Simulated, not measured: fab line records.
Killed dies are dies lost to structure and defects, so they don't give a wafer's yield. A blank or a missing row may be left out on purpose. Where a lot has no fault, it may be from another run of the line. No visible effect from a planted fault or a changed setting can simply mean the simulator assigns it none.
Chamber matching || flow n5-finfet || rie-diel-06 running N5_GATE_CUT_STRIP_42: 4 sister chambers
The step strips in O2. 8 wafers are shown with their chamber, then 10 later ones without.

WAFERS PAIRED WITH THEIR CHAMBERS
{"wafer": "L083.5", "chamber": 0, "drypump-motor-current-A (A)": 5.6, "throttle-valve-pct (%)": 16.88}
{"wafer": "L085.2", "chamber": 0, "drypump-motor-current-A (A)": 5.6, "throttle-valve-pct (%)": 16.91}
{"wafer": "L085.5", "chamber": 3, "drypump-motor-current-A (A)": 6.1, "throttle-valve-pct (%)": 16.89}
{"wafer": "L087.1", "chamber": 1, "drypump-motor-current-A (A)": 5.6, "throttle-valve-pct (%)": 16.42}
{"wafer": "L087.4", "chamber": 3, "drypump-motor-current-A (A)": 6.1, "throttle-valve-pct (%)": 16.96}
{"wafer": "L087.5", "chamber": 2, "drypump-motor-current-A (A)": 4.8, "throttle-valve-pct (%)": 16.40}
{"wafer": "L088.2", "chamber": 1, "drypump-motor-current-A (A)": 5.5, "throttle-valve-pct (%)": 16.43}
{"wafer": "L088.5", "chamber": 2, "drypump-motor-current-A (A)": 4.8, "throttle-valve-pct (%)": 16.41}

WAFERS MISSING THEIR CHAMBER
{"wafer": "L088.6", "drypump-motor-current-A (A)": 5.5, "throttle-valve-pct (%)": 16.39}
{"wafer": "L091.1", "drypump-motor-current-A (A)": 5.6, "throttle-valve-pct (%)": 16.90}
{"wafer": "L091.3", "drypump-motor-current-A (A)": 6.1, "throttle-valve-pct (%)": 16.96}
{"wafer": "L091.5", "drypump-motor-current-A (A)": 4.8, "throttle-valve-pct (%)": 16.42}
{"wafer": "L095.1", "drypump-motor-current-A (A)": 5.6, "throttle-valve-pct (%)": 16.44}
{"wafer": "L095.2", "drypump-motor-current-A (A)": 5.6, "throttle-valve-pct (%)": 16.91}
{"wafer": "L095.4", "drypump-motor-current-A (A)": 6.2, "throttle-valve-pct (%)": 16.96}
{"wafer": "L097.1", "drypump-motor-current-A (A)": 6.1, "throttle-valve-pct (%)": 16.97}
{"wafer": "L097.3", "drypump-motor-current-A (A)": 4.8, "throttle-valve-pct (%)": 16.46}
{"wafer": "L097.5", "drypump-motor-current-A (A)": 5.6, "throttle-valve-pct (%)": 16.45}

WHICH CHAMBER EACH ONE RAN IN
{"wafer": "L088.6", "from the rows above": 1, "in truth": 1}
{"wafer": "L091.1", "from the rows above": 0, "in truth": 0}
{"wafer": "L091.3", "from the rows above": 3, "in truth": 3}
{"wafer": "L091.5", "from the rows above": 2, "in truth": 2}
{"wafer": "L095.1", "from the rows above": 1, "in truth": 1}
{"wafer": "L095.2", "from the rows above": 0, "in truth": 0}
{"wafer": "L095.4", "from the rows above": 3, "in truth": 3}
{"wafer": "L097.1", "from the rows above": 3, "in truth": 3}
{"wafer": "L097.3", "from the rows above": 2, "in truth": 2}
{"wafer": "L097.5", "from the rows above": 1, "in truth": 1}
Correct placement for 10 of the 10. Left unplaced by these rows: 0. Number placed wrongly: 0.
How it was worked out, from the rows above alone: a wafer's distance from a chamber is the root of the sum, over the readings, of the square of ((its reading less the chamber's mean) divided by the reading's scatter). The wafer belongs to the nearest chamber; if the next one is less than 2 further off, it can't be placed. A chamber's mean is the mean of its shown wafers. How the scatter is found: for the shown wafers, subtract from each reading the mean of its chamber, square and add these, divide the total by (wafers less chambers), then take the root.
